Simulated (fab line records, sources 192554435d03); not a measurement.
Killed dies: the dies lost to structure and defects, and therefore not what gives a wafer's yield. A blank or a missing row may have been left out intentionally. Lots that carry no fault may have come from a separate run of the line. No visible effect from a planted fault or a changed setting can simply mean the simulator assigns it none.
Problem report in the 8D (eight disciplines) form, filled by code    flow n5_finfet    the parts of the form that need people (team, actions taken, sign-off) are left out

== 1. WHAT WENT WRONG ==
Wafers without a fault read 1500.0 rpm, standard deviation 1.1; spin_speed_rpm at N5_BEOL_M7_COAT_71 reads a mean of 1411.1 rpm on 6 wafers belonging to 2 lots. That puts it -81 standard deviations away from the usual mean.
The step: time 60 s, resist thk 5 nm.
First observed at day 12 15:17: wafer L185.1, on litho_track-02. The record holds 18 wafers of 6 lots with a number at this step. Rule for "out" (also "out of limits"): further than 4 standard deviations from the usual mean. Any other wafer with a number is counted as sound.

== 2. WHAT IT IS AND WHAT IT IS NOT ==
question                     is                      is not
which readings at this step  spin_speed_rpm          plate_temp_C
which lots                   L185, L188              L175, L178, L186, L193
which wafers of those lots   all that have a number  -
read on which tools          litho_track-02          litho_track-03, litho_track-04
when                         from day 12 15:17       up to then (6 sound wafers); but 6 sound wafers of L186, L193 came after

== 3. WHAT RULES OUT EACH SUSPECT ==
Counting: a tool at any process step up to the reading remains a suspect when it ran all the lots that are out and ran no sound lot after the first of those.
- rie_diel-02 at N5_BEOL_M7_STRIP_19 (strips in O2): ruled out as a lasting fault. Following L185 (day 12 13:56), the first lot on it that is out, the sound lots L186, L193 were run on it.
- litho_track-02 at N5_BEOL_M7_COAT_71 (time 60 s, resist thk 5 nm): kept. Every lot that is out went through it, starting with L185 (day 12 15:17), and after that it ran no sound lot; the last sound lot it ran before then is L178 (day 11 13:58). Its own readings are out on those wafers: spin_speed_rpm.
The count leaves litho_track-02 at N5_BEOL_M7_COAT_71.

== 4. THE CAUSE (what the simulator had put in) ==
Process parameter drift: litho_track-02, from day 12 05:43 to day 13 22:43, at N5_BEOL_M7_COAT_71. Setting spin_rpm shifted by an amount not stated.
Only this tool survived the counting.

== 5. THE EFFECT CHAIN, in route order ==
Each row: a reading where the mean over the struck wafers with a number is more than 3 standard deviations away from the usual. Scope: only readings with a usual standard deviation given in the record; hours: median across lots of the time from each lot's start at the first step in this table that gives one to its start at this step; sigmas: change in usual standard deviations.
hours  step                reading         usual       on struck wafers  change  sigmas
0      N5_BEOL_M7_COAT_71  spin_speed_rpm  1500.0 rpm  1411.1            -88.9   -81
Process steps it contains:
- N5_BEOL_M7_COAT_71: time 60 s, resist thk 5 nm.
Later measuring or inspecting steps at which every struck wafer that the step has a row for has a number for every such reading, and none has moved that far: N5_BEOL_M7_CD_MEAS_28, N5_BEOL_M7_OVL_MEAS_29, N5_BEOL_M7_INSPECT_30.

== 6. HOW IT WOULD HAVE BEEN CAUGHT EARLIER ==
First out-of-limits reading in this record: day 12 15:17, which is 10 hours after fault onset at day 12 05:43.
